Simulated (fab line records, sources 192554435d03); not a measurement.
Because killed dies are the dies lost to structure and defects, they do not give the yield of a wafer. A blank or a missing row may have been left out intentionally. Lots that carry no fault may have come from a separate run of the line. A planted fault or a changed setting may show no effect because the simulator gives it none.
Problem report, 8D (eight disciplines) form, completed by code / flow n5 finfet / the parts of the form that need people (team, actions taken, sign-off) are left out

== 1. THE ISSUE ==
Wafers without a fault read 36.9 s, standard deviation 0.36; etch rf on time s at N5_GATE_CUT_CUT_ETCH_54 reads a mean of 42.5 s on 4 wafers belonging to 2 lots. Relative to the usual mean, that is a shift of +16 standard deviations.
The step: etches TiN in Cl2/BCl3, target depth 96.7 nm.
Earliest sighting: wafer L409.2 on rie metal-03 at day 5 15:40. Wafers with a number at this step in the record: 27, from 9 lots. Rule for "out", or "out of limits": more than 4 standard deviations from the usual mean. The rest of the wafers with a number are treated as sound.

== 2. WHAT IT IS; WHAT IT IS NOT ==
question=which readings at this step | is=etch rf on time s | is not=drypump motor current A, he backside leak sccm, oes product au, throttle valve pct
question=which lots | is=L409, L412 | is not=L407, L408, L410, L423, L424, L425, L427
question=which wafers of those lots | is=L409.2, L409.4, L412.4, L412.5 | is not=L409.3, L412.1
question=read on which tools | is=rie metal-03 | is not=rie metal-01
question=when | is=from day 5 15:40 | is not=up to then (7 sound wafers); but 16 sound wafers of L410, L412, L423, L424, L425, L427 came after

== 3. WHAT RULES OUT EACH SUSPECT ==
Counting: if a tool at a process step up to the reading ran every lot that is out, it stays a suspect. Sound lots after the first of them don't rule it out here, since some wafers of a struck lot are sound.
- rie metal-03 at N5_GATE_CUT_CUT_ETCH_54 (etches TiN in Cl2/BCl3, target depth 96.7 nm): kept. It processed each lot that is out (first: L409, day 5 15:40); up to then, its last sound lot is L408 (day 5 12:32). On those wafers its own readings are out: etch rf on time s.
- Within rie metal-03 at N5_GATE_CUT_CUT_ETCH_54: the wafers that are out ran in chamber 1; their sound lot-mates ran in chamber 0.
After counting, what remains is rie metal-03 at N5_GATE_CUT_CUT_ETCH_54.

== 4. THE CAUSE (what the simulator had put in) ==
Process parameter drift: rie metal-03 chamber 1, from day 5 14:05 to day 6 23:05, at N5_GATE_CUT_CUT_ETCH_54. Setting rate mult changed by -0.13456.
Only this tool survived the counting.

== 5. THE EFFECT CHAIN, in route order ==
Each row: a reading where the mean over the struck wafers with a number is more than 3 standard deviations away from the usual. Only readings whose record carries a usual standard deviation are examined. hours: median over the lots of the time between each lot's start at the first step of this table that gives one and its start at this step. sigmas: the change, counted in usual standard deviations.
hours=0; step=N5_GATE_CUT_CUT_ETCH_54; reading=etch rf on time s; usual=36.9 s; on struck wafers=42.5; change=+5.6; sigmas=+16
Here are the process steps it includes:
- N5_GATE_CUT_CUT_ETCH_54: etches TiN in Cl2/BCl3, target depth 96.7 nm.
Later steps that measure or inspect, where all struck wafers having a row at the step show a number for every such reading and not one has moved that far: N5_BEOL_M4_RC_MEAS_101.

== 6. WHAT WOULD HAVE CAUGHT IT SOONER ==
First out-of-limits reading in this record: day 5 15:40, which is 2 hours after fault onset at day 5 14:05.
